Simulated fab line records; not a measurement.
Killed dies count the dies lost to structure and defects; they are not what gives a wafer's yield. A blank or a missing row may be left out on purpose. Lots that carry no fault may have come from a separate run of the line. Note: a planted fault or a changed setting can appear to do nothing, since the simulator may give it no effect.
One fault through the eyes of 2 desks | flow n5 finfet | every desk sees just its own numbers, and what lay behind them comes last

THE TOOL OWNER'S DESK: rie diel-01
The tool's own readings at N5_BEOL_M11_STRIP_36 (strips in N2/H2): means of the sampled wafers that have a number, for each lot that ran on this tool. The brackets show how far a lot's mean lies from the usual mean; more than 4 standard deviations puts the lot out of limits, marked OUT.
Columns: A = drypump motor current A at N5_BEOL_M11_STRIP_36, usual 5.5 A; B = oes product au at N5_BEOL_M11_STRIP_36, usual 0.80 a.u.; C = rf vpp V at N5_BEOL_M11_STRIP_36, usual 59.2 V; D = showerhead plenum p Torr at N5_BEOL_M11_STRIP_36, usual 2.53 Torr; E = temp c at N5_BEOL_M11_STRIP_36, usual 40.02 C; F = throttle valve pct at N5_BEOL_M11_STRIP_36, usual 23.7 %
lot  | first seen here | A   | B    | C    | D    | E     | F
L649 | day 12 00:47    | 5.3 | 0.84 | 58.5 | 2.51 | 39.98 | 23.7
L650 | day 12 05:46    | 5.4 | 0.83 | 57.9 | 2.47 | 40.13 | 23.5
L652 | day 12 06:31    | 5.4 | 0.82 | 58.8 | 2.47 | 40.06 | 23.6
L653 | day 12 10:26    | 5.3 | 0.82 | 57.8 | 2.51 | 40.07 | 23.7
L665 | day 16 15:05    | 5.5 | 0.85 | 60.4 | 2.59 | 40.07 | 23.2
L667 | day 16 17:31    | 5.5 | 0.83 | 60.4 | 2.49 | 39.97 | 23.2
This desk's finding: nothing out of limits on any of the 6 lots.

FROM THE METROLOGY DESK
Means of the sampled wafers that have a number, per lot and without regard to the tool the lot ran on: this is what the gauges read. The brackets show how far a lot's mean lies from the usual mean; more than 4 standard deviations puts the lot out of limits, marked OUT.
Columns: A = M15_ILD_THK at N5_BEOL_M15_THK_MEAS_01, usual 1633 nm
lot  | first seen here | A
L647 | day 12 02:35    | 1625
L648 | day 12 20:47    | 1608
L649 | day 12 21:49    | 1655
L652 | day 13 03:44    | 1645
L650 | day 13 03:58    | 1623
L653 | day 13 16:18    | 1668
L663 | day 16 12:26    | 1640
L664 | day 16 17:50    | 1638
L665 | day 17 13:34    | 1627
L669 | day 17 23:47    | 1641
L667 | day 18 00:24    | 1614
L668 | day 18 00:35    | 1622
This desk's finding: nothing out of limits on any of the 12 lots.

PUT TOGETHER
The desk of the tool owner found nothing out of limits.
From the metrology desk's view, nothing was out of limits.

WHAT HAD BEEN PUT IN BY THE SIMULATOR
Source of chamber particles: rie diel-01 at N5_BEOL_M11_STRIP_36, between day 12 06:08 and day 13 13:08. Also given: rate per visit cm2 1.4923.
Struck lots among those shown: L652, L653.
